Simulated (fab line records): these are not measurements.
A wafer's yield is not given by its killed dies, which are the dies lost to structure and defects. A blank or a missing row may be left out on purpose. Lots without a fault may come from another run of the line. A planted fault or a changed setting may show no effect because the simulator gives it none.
Comparing a struck lot with a sound one / flow nand-harc / 37 steps out of a route of 1302
Sound: the wafers L521.1, L521.2, L521.3. Struck: wafers L507.1, L507.2, L507.5. Last of all comes the cause.
Order at every step that has rows: each side's tool, ch and its chambers, its first start. Under that, the readings that differ: sound wafers / struck wafers / difference of the means / sigmas: that difference in standard deviations of wafers without a fault.
alike: readings whose means differ by less than 2 such deviations, and words and numbers that are the same on both sides. not compared: withheld readings, readings that some wafer has no value for, bounds like >300 that may hide the same value, and numbers for which the record gives no deviation and whose values overlap.
Wherever a step has rows on one side only, a row that says differs or no value, or a row with sigmas, the two part there. Non-overlapping numbers with no deviation appear without sigmas and do not part them. Lack of a reading on every wafer of one side parts them only where that side has two or more wafers.

first, 10 steps without rows for these wafers: NHARC_A_CHANNEL_HOLE_D1_DEP_00 (deposits aC, target thk 3100 nm); NHARC_A_CHANNEL_HOLE_D1_DEP_01 (deposits SiON, target thk 140 nm); NHARC_A_CHANNEL_HOLE_D1_DEHYDRATE_02 (time 120 s); NHARC_A_CHANNEL_HOLE_D1_HMDS_03 (time 30 s); NHARC_A_CHANNEL_HOLE_D1_COAT_36 (time 75 s); NHARC_A_CHANNEL_HOLE_D1_COAT_37 (time 65 s); NHARC_A_CHANNEL_HOLE_D1_COAT_04 (resist thk 90 nm); NHARC_A_CHANNEL_HOLE_D1_SOFTBAKE_05 (time 55 s); NHARC_A_CHANNEL_HOLE_D1_EBR_06; NHARC_A_CHANNEL_HOLE_D1_EXPOSE_07 (exposes mask HOLE D1, target cd 100 nm).
NHARC_A_CHANNEL_HOLE_D1_PEB_08: peb time 65 s.
  sound on litho-track-06 ch 0, day 16 01:59; struck on litho-track-06 ch 0, day 10 16:20
reading=heater-power-total-W (W); sound=156.1 156.7 156.6; struck=154.2 154.6 153.7; difference=-2.3; sigmas=-6
reading=plate-temp-C (C); sound=100.00 100.13 100.14; struck=98.67 98.76 98.79; difference=-1.35; sigmas=-10
then, 1 step without rows for these wafers: NHARC_A_CHANNEL_HOLE_D1_DEVELOP_09 (develop time 35 s).
NHARC_A_CHANNEL_HOLE_D1_CD_MEAS_10 targets a cd of 100 nm.
  sound on cd-sem-03 ch 0, day 16 02:04; struck on cd-sem-03 ch 0, day 10 16:25
reading=cd-nm (nm); sound=99.5 99.7 99.5; struck=96.3 95.4 95.9; difference=-3.7; sigmas=-7
NHARC_A_CHANNEL_HOLE_D1_DESCUM_15: chemistry O2, time 3 s.
  sound on rie-diel-09 ch 0,2,3, day 16 02:15; struck on rie-diel-09 ch 0,2, day 10 16:36
reading=model.A_CHANNEL_HOLE_D1.cd-nm (nm); sound=100.2 99.71 100.1; struck=95.31 96.53 96.33; difference=-3.95; sigmas=
  alike: chamber-pressure-mTorr, drypump-motor-current-A, oes-product-au, rf-vpp-V, showerhead-plenum-p-Torr, throttle-valve-pct
  not compared: rf-hours-counter-h
then, 16 steps without rows for these wafers: NHARC_A_CHANNEL_HOLE_D1_ETCH_38 (etches the open film in CF4, target depth 39 nm, time 65 s); NHARC_A_CHANNEL_HOLE_D1_ETCH_39 (etches the open film in N2/H2, target depth 260 nm, time 325 s); NHARC_A_CHANNEL_HOLE_D1_ETCH_34 (etches the open film in CF4/CHF3, target depth 154 nm, time 77 s); NHARC_A_CHANNEL_HOLE_D1_ETCH_16 (etches the open film in O2/COS, target depth 3100 nm, time 806 s); NHARC_A_CHANNEL_HOLE_D1_ETCH_19 (etches the open film in C4F8/O2/Ar, time 34.5 s); NHARC_A_CHANNEL_HOLE_D1_ETCH_20 (etches the open film in C4F8/O2/Ar, time 361.9 s, target depth 1600 nm); NHARC_A_CHANNEL_HOLE_D1_ETCH_21 (etches the open film in C4F8/O2/Ar, time 514.3 s, target depth 1600 nm); NHARC_A_CHANNEL_HOLE_D1_ETCH_22 (etches the open film in C4F8/O2/Ar, time 666.7 s, target depth 1600 nm); NHARC_A_CHANNEL_HOLE_D1_ETCH_23 (etches the open film in C4F8/O2/Ar, time 819 s, target depth 1600 nm); NHARC_A_CHANNEL_HOLE_D1_ETCH_24 (etches the open film in C4F8/O2/Ar, time 906.2 s, target depth 1500 nm); NHARC_A_CHANNEL_HOLE_D1_ETCH_25 (etches the open film in C4F8/O2/Ar, time 1040.2 s, target depth 1500 nm); NHARC_A_CHANNEL_HOLE_D1_ETCH_26 (etches the open film in C4F8/O2/Ar, time 224.1 s, target depth 300 nm); NHARC_A_CHANNEL_HOLE_D1_ETCH_33 (etches the open film in C4F8/O2/Ar, time 90 s, target depth 400 nm); NHARC_A_CHANNEL_HOLE_D1_STRIP_41 (strips in N2/H2); NHARC_A_CHANNEL_HOLE_D1_STRIP_42 (strips in CF4/CHF3); NHARC_A_CHANNEL_HOLE_D1_STRIP_43 (strips in O2/COS).
NHARC_A_CHANNEL_HOLE_D1_ETCH_44: etches the open film in CF4/O2, target depth 140 nm, overetch 14 nm, time 77 s.
  sound on rie-diel-07 ch 1,2,3, day 16 08:11; struck on rie-diel-09 ch 0,1, day 11 02:50
reading=model.A_CHANNEL_HOLE_D1.cd-nm (nm); sound=87.59 89.12 87.7; struck=84.66 85.42 83.92; difference=-3.47; sigmas=
  alike: bias-w, chamber-pressure-mTorr, drypump-motor-current-A, oes_ar_750_au, oes-product-au, rf-vpp-V, showerhead-plenum-p-Torr, throttle-valve-pct
  not compared: rf-hours-counter-h
then, 3 steps without rows for these wafers: NHARC_A_CHANNEL_HOLE_D1_STRIP_27 (strips in O2); NHARC_A_CHANNEL_HOLE_D1_PRECLEAN_28 (cleans in SC1); NHARC_A_CHANNEL_HOLE_D1_SRD_29.
NHARC_A_CHANNEL_HOLE_D1_CD_MEAS_30:
  struck on cd-sem-02, day 11 03:38; sound on cd-sem-02, day 16 08:58
reading=cd-nm (nm); sound=87.3 89.2 88.0; struck=84.3 85.1 84.1; difference=-3.7; sigmas=-3
NHARC_A_CHANNEL_HOLE_D1_XSEM_31:
  sound on xsem-01 ch 0, day 16 09:03; struck on xsem-02 ch 0, day 11 03:43
reading=bot-cd-nm (nm); sound=72.4 74.3 72.8; struck=69.7 70.1 68.7; difference=-3.7; sigmas=-3
  alike: bow-nm, tilt-deg
-- jump in the record: it breaks off in module A_CHANNEL_HOLE_D1 and resumes in module END (first step shown: number 1302 of the route), and 15 days separate the struck wafers' starts before and after --
NHARC_END_SORT_01:
  at this point the record logs the struck wafers (prober-01 ch 0, day 26 08:40) and has no rows for the sound ones

== WHERE THEY PART ==
Last at NHARC_END_SORT_01 as far as this record goes, first at NHARC_A_CHANNEL_HOLE_D1_PEB_08.

WHY: whatever the simulator had introduced
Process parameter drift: litho-track-06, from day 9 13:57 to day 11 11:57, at NHARC_A_CHANNEL_HOLE_D1_PEB_08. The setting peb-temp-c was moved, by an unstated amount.
